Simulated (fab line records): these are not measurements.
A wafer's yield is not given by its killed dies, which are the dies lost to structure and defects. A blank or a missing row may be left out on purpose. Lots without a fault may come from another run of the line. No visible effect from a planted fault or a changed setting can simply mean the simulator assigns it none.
fab line records	flow nand-harc
record lots=5	wafers=15	last-day=34
route steps=1302 shown P_M1@313 P_M2@318
lots untouched by any fault: they come from a run of this same line in which no faults occurred
start-h: hours from the record's opening day to when the first of the lot's shown wafers began	wait-h: hours from the lot's prior step to this one	" the same as in the row above	L1.1+2: one row covering several wafers at once	- no value, or no start was given	* or withheld: withheld	< > ~ a bound
route shown NAME@n: a module of which the file shows steps, and the number in the route of the first	usual: mean/standard deviation of fault-free wafers	same: alike in all rows	chamber/n: place in a boat	sites: the reading at each site	_std_site: their standard deviation	_edge_site: the outer-site mean with the inner-site mean subtracted	radius-mm: how far each site lies from the wafer's centre	mask NAME#n: copy n	behind: the tool/chamber that last shaped the wafer	hold: the reason the lot was held/the length of the hold in hours/how it ended	device: the n, p or np transistor that did not switch	end of line: the same wafers' tests at the end of the route	step lacking rows: just its recipe	killed: at the first sort, the dies lost to defects and structure; wafer yield is something else	map: dies across one wafer; x = killed, . = not, _ = none there
set.NAME: the run value of the setting; set.NAME@STEP: its run value at that earlier step	model.NAME: the simulator's own value behind a step, which no gauge read
lots at some steps of the route; a table a step, a row a wafer
services: the hour from which a tool's chamber was out of use, counted from the record's first day as start-h (under 0 if before that day), plus the number of hours and why
## steps
# step NHARC_P_M1_SRD_25
# step NHARC_P_M1_INSPECT_27
# usual raw-defect-count=300/120
lot.wafer	tool	chamber	start-h	wait-h	raw-defect-count
L884.3	defect-inspect-01	-	136.96	0.0	329
L884.5	"	-	"	"	600
L884.6	"	-	"	"	227
L894.1	defect-inspect-01	-	227.41	0.0	429
L894.3	"	-	"	"	525
L894.4	"	-	"	"	330
L899.1	defect-inspect-01	-	283.52	0.0	256
L899.2	"	-	"	"	150
L899.5	"	-	"	"	263
L906.1	defect-inspect-02	-	348.73	0.0	365
L906.3	"	-	"	"	226
L906.6	"	-	"	"	336
L907.2	defect-inspect-02	-	356.30	0.0	199
L907.5	"	-	"	"	204
L907.6	"	-	"	"	235
# step NHARC_P_M1_PRE_CLEAN_32
# recipe time-s=12	temp-c=370	rf-power-w=300	gas=NH3
# usual heater-power-w=653/85
lot.wafer	tool	chamber	start-h	wait-h	heater-power-w
L884.3	pecvd-02	2	137.07	0.1	636
L884.6	"	2	"	"	625
L884.5	"	1	"	"	643
L894.1	pecvd-01	0	227.48	0.1	565
L894.3	"	1	"	"	863
L894.4	"	2	"	"	624
L899.1	pecvd-02	2	283.59	0.1	566
L899.2	"	0	"	"	644
L899.5	"	2	"	"	550
L906.3	pecvd-01	0	348.79	0.1	598
L906.1	"	2	"	"	546
L906.6	"	1	"	"	832
L907.2	pecvd-02	1	356.38	0.1	584
L907.5	"	1	"	"	573
L907.6	"	2	"	"	653
# step NHARC_P_M1_DEP_33
# recipe target-thk-a=300	temp-c=370	target-thk-nm=30	pressure-torr=3	flow-sccm=200	rf-w=450	material=SiCN
# usual heater-power-w=597/89
lot.wafer	tool	chamber	start-h	wait-h	heater-power-w
L884.3	pecvd-02	2	137.28	0.2	561
L884.6	"	2	"	"	575
L884.5	"	1	"	"	565
L894.1	pecvd-01	0	227.56	0.1	577
L894.3	"	1	"	"	805
L894.4	"	2	"	"	537
L899.1	pecvd-02	2	283.67	0.1	564
L899.2	"	0	"	"	586
L899.5	"	2	"	"	577
L906.3	pecvd-01	0	348.87	0.1	567
L906.1	"	2	"	"	490
L906.6	"	1	"	"	775
L907.2	pecvd-02	1	356.49	0.1	513
L907.5	"	1	"	"	512
L907.6	"	2	"	"	553
# step NHARC_P_M2_DEP_00
# recipe target-thk-a=1825	target-thk-nm=182.5	temp-c=withheld	pressure-torr=5	flow-sccm=200	rf-w=600	material=SiOC
# step NHARC_P_M2_DEHYDRATE_01
# recipe temp-c=150	time-s=120
# step NHARC_P_M2_HMDS_02
# recipe time-s=30
# step NHARC_P_M2_COAT_34
# recipe temp-c=200	time-s=65
# step NHARC_P_M2_COAT_03
# recipe spin-rpm=1500	resist-thk-nm=90
# step NHARC_P_M2_SOFTBAKE_04
# recipe temp-c=105	time-s=55
# step NHARC_P_M2_EBR_05
# step NHARC_P_M2_EXPOSE_06
# recipe na=1.35	target-cd-nm=170	dose-mj=80.78	mask-id=P_M2
# usual exposure-dose-mJ-cm2=80.68/0.082
# same na=1.35
lot.wafer	tool	chamber	start-h	wait-h	mask	exposure-dose-mJ-cm2
L884.3	arfi-scanner-02	0	138.51	-	P_M2#0	80.76
L884.5	"	0	"	"	P_M2#0	80.73
L884.6	"	0	"	"	P_M2#0	80.70
L894.1	arfi-scanner-02	0	228.54	-	P_M2#0	80.76
L894.3	"	0	"	"	P_M2#0	80.75
L894.4	"	0	"	"	P_M2#0	80.72
L899.1	arfi-scanner-02	0	284.63	-	P_M2#0	76.48
L899.2	"	0	"	"	P_M2#0	76.50
L899.5	"	0	"	"	P_M2#0	76.66
L906.1	arfi-scanner-01	0	349.85	-	P_M2#0	80.61
L906.3	"	0	"	"	P_M2#0	80.60
L906.6	"	0	"	"	P_M2#0	80.60
L907.2	arfi-scanner-03	0	357.56	-	P_M2#0	80.61
L907.5	"	0	"	"	P_M2#0	80.50
L907.6	"	0	"	"	P_M2#0	80.60
# step NHARC_P_M2_PEB_07
# recipe peb-temp-c=100	peb-time-s=65
# step NHARC_P_M2_DEVELOP_08
# recipe develop-time-s=35	dev-temp-c=23
# step NHARC_P_M2_CD_MEAS_09
# recipe target-cd-nm=170	landing-energy-ev=500
# usual cd-nm=169.9/0.58
lot.wafer	tool	chamber	start-h	wait-h	cd-nm
L884.3	cd-sem-01	0	138.64	-	169.7
L884.5	"	0	"	"	169.5
L884.6	"	0	"	"	169.6
L894.1	cd-sem-03	0	228.68	-	170.8
L894.3	"	0	"	"	169.6
L894.4	"	0	"	"	170.1
L899.1	cd-sem-03	0	284.77	-	171.6
L899.2	"	0	"	"	181.3
L899.5	"	0	"	"	176.5
L906.1	cd-sem-03	0	349.99	-	169.7
L906.3	"	0	"	"	169.2
L906.6	"	0	"	"	169.6
L907.2	cd-sem-02	0	357.70	-	171.1
L907.5	"	0	"	"	170.8
L907.6	"	0	"	"	170.5
# step NHARC_P_M2_OVL_MEAS_10
# recipe pitch-nm=340
# usual overlay-x-nm=0.2/0.62	overlay-y-nm=0.1/1.1
lot.wafer	tool	chamber	start-h	wait-h	overlay-x-nm	overlay-y-nm
L884.3	overlay-02	-	138.73	-	0.1	0.7
L884.5	"	-	"	"	0.7	0.8
L884.6	"	-	"	"	1.0	1.0
L894.1	overlay-02	-	228.76	-	0.3	-0.6
L894.3	"	-	"	"	0.0	-0.5
L894.4	"	-	"	"	0.7	-0.1
L899.1	overlay-01	-	284.86	-	0.2	0.4
L899.2	"	-	"	"	0.0	0.5
L899.5	"	-	"	"	0.5	0.1
L906.1	overlay-02	-	350.08	-	-0.8	1.4
L906.3	"	-	"	"	-0.5	1.1
L906.6	"	-	"	"	-0.9	0.2
L907.2	overlay-01	-	357.79	-	-1.1	-0.2
L907.5	"	-	"	"	-0.8	-0.4
L907.6	"	-	"	"	-1.3	0.2
# step NHARC_P_M2_INSPECT_11
# usual raw-defect-count=5/3
lot.wafer	tool	chamber	start-h	wait-h	raw-defect-count
L884.3	defect-inspect-01	-	138.76	0.0	8
L884.5	"	-	"	"	1
L884.6	"	-	"	"	4
L894.1	defect-inspect-01	-	228.80	0.0	3
L894.3	"	-	"	"	2
L894.4	"	-	"	"	8
L899.1	defect-inspect-01	-	284.90	0.0	9
L899.2	"	-	"	"	8
L899.5	"	-	"	"	4
L906.1	defect-inspect-01	-	350.11	0.0	4
L906.3	"	-	"	"	7
L906.6	"	-	"	"	7
L907.2	defect-inspect-01	-	357.83	0.0	3
L907.5	"	-	"	"	0
L907.6	"	-	"	"	1
# step NHARC_P_M2_DESCUM_14
# recipe time-s=3	o2-flow-sccm=200	ar-flow-sccm=0	bias-power-w=0	chemistry=O2
# usual drypump-motor-current-A=5.5/0.46	oes-product-au=1.003/0.0083	rf-vpp-V=57.8/0.9	showerhead-plenum-p-Torr=1.90/0.081	throttle-valve-pct=11.312/0.0084
lot.wafer	tool	chamber	start-h	wait-h	drypump-motor-current-A	oes-product-au	rf-hours-counter-h	rf-vpp-V	showerhead-plenum-p-Torr	throttle-valve-pct	model.P_M2.cd-nm
L884.3	rie-diel-09	3	138.83	0.1	4.9	1.010	6.7	58.5	1.88	11.307	169.6
L884.6	"	2	"	"	5.3	0.988	-	58.2	2.00	11.305	169.8
L884.5	"	3	"	"	4.9	1.005	-	56.7	1.88	11.322	170
L894.3	rie-diel-04	0	228.86	0.1	5.4	1.015	2.5	56.8	1.90	11.311	170
L894.1	"	1	"	"	5.3	0.988	2.5	58.0	1.86	11.312	171.6
L894.4	"	3	"	"	5.1	1.007	2.6	58.4	1.98	11.316	171
L899.1	rie-diel-04	0	284.97	0.1	5.4	1.003	7.7	57.2	1.89	11.299	171.1
L899.2	"	1	"	"	5.3	1.003	7.0	57.0	1.86	11.316	181.1
L899.5	"	3	"	"	5.1	1.010	-	58.9	1.98	11.315	176.4
L906.1	rie-diel-09	1	350.17	0.1	6.3	1.003	0.9	58.9	2.03	11.294	169.4
L906.3	"	2	"	"	5.3	0.996	1.2	57.7	2.00	11.314	168
L906.6	"	1	"	"	6.3	0.994	-	58.2	2.03	11.314	168.9
L907.2	rie-diel-13	3	357.91	0.1	5.9	1.001	0.2	56.0	1.83	11.325	170.6
L907.5	"	0	"	"	5.4	0.994	-	57.9	1.81	11.297	171
L907.6	"	1	"	"	5.1	1.012	-	56.9	1.83	11.318	170.4
# step NHARC_P_M2_ETCH_35
# recipe target-depth-a=400	overetch-a=120	time-s=43.94	ion-energy-ev=200	n2-flow-sccm=150	h2-flow-sccm=150	ar-flow-sccm=0	rf-w=400	bias-w=150	chemistry=N2/H2
# usual drypump-motor-current-A=5.6/0.48	n2-flow-sccm=150.0/0.45	oes-product-au=1.001/0.0087	rf-vpp-V=430.1/2.5	showerhead-plenum-p-Torr=2.03/0.09	throttle-valve-pct=14.170/0.0093
lot.wafer	tool	chamber	start-h	wait-h	drypump-motor-current-A	n2-flow-sccm	oes-product-au	rf-hours-counter-h	rf-vpp-V	showerhead-plenum-p-Torr	throttle-valve-pct
L884.3	rie-diel-09	1	138.91	0.1	6.3	150.3	1.009	7.0	434.2	2.18	14.192
L884.5	"	1	"	"	6.3	150.4	1.009	-	433.4	2.18	14.177
L884.6	"	2	"	"	5.3	149.8	0.987	-	432.9	2.14	14.174
L894.1	rie-diel-04	3	228.95	0.1	5.1	150.0	1.003	2.6	433.5	2.12	14.176
L894.3	"	0	"	"	5.5	150.6	0.998	2.5	429.2	2.02	14.166
L894.4	"	1	"	"	5.3	150.1	0.993	2.5	427.7	1.98	14.170
L899.1	rie-diel-04	3	285.05	0.1	5.1	150.2	1.008	8.1	433.4	2.11	14.169
L899.2	"	1	"	"	5.3	149.3	0.994	7.0	428.9	1.98	14.163
L899.5	"	2	"	"	6.6	150.4	0.998	-	427.8	1.90	14.183
L906.3	rie-diel-09	1	350.26	0.1	6.3	150.4	0.994	0.9	433.4	2.17	14.166
L906.1	"	3	"	"	4.9	149.0	1.005	0.6	429.8	2.00	14.168
L906.6	"	1	"	"	6.3	150.2	1.002	-	435.3	2.17	14.189
L907.2	rie-diel-13	3	357.98	0.1	5.9	150.0	1.001	0.2	428.2	1.95	14.173
L907.6	"	1	"	"	5.1	149.7	0.996	-	426.8	1.95	14.155
L907.5	"	2	"	"	5.7	150.1	1.005	-	427.8	1.94	14.167
# step NHARC_P_M2_ETCH_15
# recipe target-depth-a=1825	time-s=91.2	c4f8-flow-sccm=withheld	ar-flow-sccm=400	rf-w=600	bias-w=300	chemistry=C4F8/Ar
# usual oes-product-au=0.948/0.022	rf-vpp-V=440.5/2.7
lot.wafer	tool	chamber	start-h	wait-h	oes-product-au	rf-hours-counter-h	rf-vpp-V
L884.3	rie-diel-09	1	-	-	0.980	7.0	443.8
L884.5	"	1	"	"	0.980	-	444.7
L884.6	"	2	"	"	0.956	-	443.5
L894.3	rie-diel-04	2	-	-	0.925	2.6	437.1
L894.1	"	3	"	"	0.926	2.7	442.3
L894.4	"	0	"	"	0.932	2.5	439.6
L899.1	rie-diel-04	2	-	-	0.930	7.3	436.1
L899.2	"	0	"	"	0.922	7.7	439.9
L899.5	"	3	"	"	0.928	-	442.7
L906.1	rie-diel-09	0	-	-	0.979	0.9	439.1
L906.3	"	2	"	"	0.968	1.2	444.3
L906.6	"	1	"	"	0.958	-	446.3
L907.2	rie-diel-13	2	-	-	0.983	0.3	438.3
L907.5	"	0	"	"	0.965	-	437.6
L907.6	"	1	"	"	0.970	-	438.7
# step NHARC_P_M2_CD_MEAS_16
# usual cd-nm=169.7/0.78
lot.wafer	tool	chamber	start-h	wait-h	cd-nm
L884.3	cd-sem-01	-	139.15	-	169.9
L884.5	"	-	"	"	169.9
L884.6	"	-	"	"	170.0
L894.1	cd-sem-02	-	229.16	-	171.0
L894.3	"	-	"	"	170.2
L894.4	"	-	"	"	171.1
L899.1	cd-sem-02	-	285.26	-	170.7
L899.2	"	-	"	"	181.3
L899.5	"	-	"	"	175.9
L906.1	cd-sem-03	-	350.48	-	169.4
L906.3	"	-	"	"	168.1
L906.6	"	-	"	"	168.4
L907.2	cd-sem-01	-	358.19	-	170.8
L907.5	"	-	"	"	170.6
L907.6	"	-	"	"	169.7
# step NHARC_P_M2_STRIP_18
# recipe power-w=1000	n2-flow-sccm=150	h2-flow-sccm=150	ar-flow-sccm=0	bias-w=0	chemistry=N2/H2
# usual drypump-motor-current-A=5.6/0.52	n2-flow-sccm=150.0/0.42	oes-product-au=1.002/0.0086	rf-vpp-V=90.6/1	showerhead-plenum-p-Torr=2.03/0.091	throttle-valve-pct=14.172/0.0082
lot.wafer	tool	chamber	start-h	wait-h	drypump-motor-current-A	n2-flow-sccm	oes-product-au	rf-hours-counter-h	rf-vpp-V	showerhead-plenum-p-Torr	throttle-valve-pct
L884.3	rie-diel-04	0	139.27	0.1	5.5	150.0	1.009	3.3	90.3	2.02	14.186
L884.5	"	2	"	"	6.6	149.8	0.990	-	90.5	1.90	14.173
L884.6	"	3	"	"	5.1	149.8	1.013	-	90.5	2.12	14.172
L894.3	rie-diel-09	2	229.24	0.1	5.3	149.1	1.006	3.1	91.4	2.14	14.177
L894.4	"	3	"	"	4.9	150.4	1.010	2.9	90.5	2.01	14.182
L894.1	"	0	"	"	5.7	150.7	1.017	3.1	89.9	2.02	14.171
L899.1	rie-diel-04	1	285.34	0.1	5.3	149.8	0.986	7.0	90.2	1.98	14.173
L899.2	"	3	"	"	5.1	149.7	1.020	8.2	91.5	2.11	14.174
L899.5	"	1	"	"	5.3	149.3	0.991	-	89.5	1.98	14.172
L906.3	rie-diel-09	3	350.55	0.1	4.9	150.2	1.009	0.6	90.0	2.00	14.178
L906.1	"	1	"	"	6.3	150.2	1.008	1.0	91.8	2.17	14.165
L906.6	"	3	"	"	4.9	150.0	1.004	-	90.5	2.00	14.176
L907.2	rie-diel-13	2	358.32	0.1	5.7	150.2	1.012	0.3	88.7	1.94	14.161
L907.6	"	0	"	"	5.4	149.8	1.000	-	89.3	1.92	14.162
L907.5	"	1	"	"	5.1	150.6	0.997	-	88.9	1.95	14.183
# step NHARC_P_M2_ETCH_28
# recipe target-depth-a=300	over-etch-frac=0.3	time-s=72.99	ion-energy-ev=150	cf4-flow-sccm=50	n2-flow-sccm=100	ar-flow-sccm=150	rf-w=300	bias-w=100	chemistry=CF4/N2
# usual drypump-motor-current-A=5.6/0.52	n2-flow-sccm=99.96/0.27	oes-product-au=1.001/0.0093	rf-vpp-V=314.1/1.9	showerhead-plenum-p-Torr=2.62/0.11	throttle-valve-pct=19.794/0.0092
lot.wafer	tool	chamber	start-h	wait-h	drypump-motor-current-A	n2-flow-sccm	oes-product-au	rf-hours-counter-h	rf-vpp-V	showerhead-plenum-p-Torr	throttle-valve-pct	model.P_M2.cd-nm
L884.3	rie-diel-04	3	-	-	5.1	99.67	1.009	3.3	315.3	2.72	19.795	168.4
L884.6	"	2	"	"	6.6	99.86	0.989	-	311.6	2.46	19.792	170
L884.5	"	3	"	"	5.1	99.80	1.014	-	318.2	2.72	19.800	169.7
L894.4	rie-diel-09	1	-	-	6.3	99.93	0.990	3.3	317.6	2.78	19.794	171.9
L894.3	"	2	"	"	5.3	99.76	0.994	3.2	316.4	2.74	19.786	170.4
L894.1	"	0	"	"	5.7	99.62	1.003	3.2	312.9	2.60	19.789	172.1
L899.1	rie-diel-04	3	-	-	5.1	100.55	1.020	8.2	315.2	2.71	19.788	171.9
L899.2	"	0	"	"	5.5	99.96	0.999	7.8	312.9	2.60	19.779	181.9
L899.5	"	3	"	"	5.1	100.53	1.006	-	316.3	2.71	19.789	176.9
L906.3	rie-diel-09	0	-	-	5.7	100.08	1.002	1.0	314.2	2.60	19.798	168
L906.1	"	1	"	"	6.3	99.80	1.004	1.0	317.8	2.78	19.797	169.5
L906.6	"	3	"	"	5.0	99.88	1.025	-	314.8	2.58	19.800	168.7
L907.2	rie-diel-13	0	-	-	5.4	99.77	1.004	0.3	312.0	2.49	19.780	170.4
L907.6	"	0	"	"	5.4	99.95	0.999	-	311.1	2.49	19.786	169.9
L907.5	"	1	"	"	5.1	99.76	1.007	-	312.7	2.52	19.802	171.4
# step NHARC_P_M2_STRIP_19
# recipe time-s=600	temp-c=30	chemistry=post-etch-residue-remover
## services
tool	chamber	start-h	hours	kind
rie-diel-04	3	117.40	21.8	repair
pecvd-01	-	130.00	13.0	pm
pecvd-02	0	133.58	9.3	repair
arfi-scanner-02	-	140.00	4.0	pm
rie-diel-09	-	143.10	9.0	pm
rie-diel-13	-	165.00	9.0	pm
rie-diel-04	-	177.90	9.0	pm
pecvd-02	0	183.52	20.4	repair
rie-diel-04	0	205.85	4.1	repair
rie-diel-09	-	219.84	3.3	repair
pecvd-02	-	227.00	13.0	pm
rie-diel-09	3	232.31	15.8	repair
rie-diel-04	1	232.36	3.3	repair
rie-diel-09	0	240.68	4.2	repair
pecvd-02	-	245.64	1.5	repair
rie-diel-13	1	246.52	9.3	repair
rie-diel-09	3	301.95	3.1	repair
rie-diel-04	-	309.83	0.2	repair
pecvd-01	-	311.00	13.0	pm
rie-diel-09	-	316.00	0.7	repair
rie-diel-09	-	320.10	9.0	pm
rie-diel-09	3	329.33	16.3	repair
rie-diel-13	-	342.00	9.0	pm
rie-diel-04	-	354.90	9.0	pm
## key
first-sign step=NHARC_P_M2_EXPOSE_06	reading=exposure-dose-mJ-cm2	direction=down	sigmas=50	usual=80.68	struck=76.55
effect step=NHARC_P_M2_CD_MEAS_09	reading=cd-nm	direction=up	sigmas=11	usual=169.9	struck=176.4	through=control-loop
effect step=NHARC_P_M2_CD_MEAS_16	reading=cd-nm	direction=up	sigmas=8	usual=169.7	struck=176.0	through=control-loop
model-effect step=NHARC_P_M2_DESCUM_14	value=P_M2.cd-nm	without=168.8	struck=176.2
model-effect step=NHARC_P_M2_ETCH_28	value=P_M2.cd-nm	without=169.5	struck=176.9
met-at NHARC_P_M2_EXPOSE_06
struck-wafers L899.1,L899.2,L899.5
sort-left-out L899.1,L899.2,L899.5
loop-trim step=NHARC_P_M2_EXPOSE_06	setting=dose	lots=L899
onset-between 228.54 284.63
fault kind=process-parameter-drift	tool=arfi-scanner-02	chamber=-	onset-h=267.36	steps=NHARC_P_M2_EXPOSE_06	channel=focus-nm	offset=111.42	spread-by-wafer=0.3	shape=step	end-h=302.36
# sort-left-out: the simulated sort isn't trusted on such a fault, so these wafers' sort isn't shown, and their yield isn't known
# loop-trim: a control loop set the setting to another value than it would have without faults
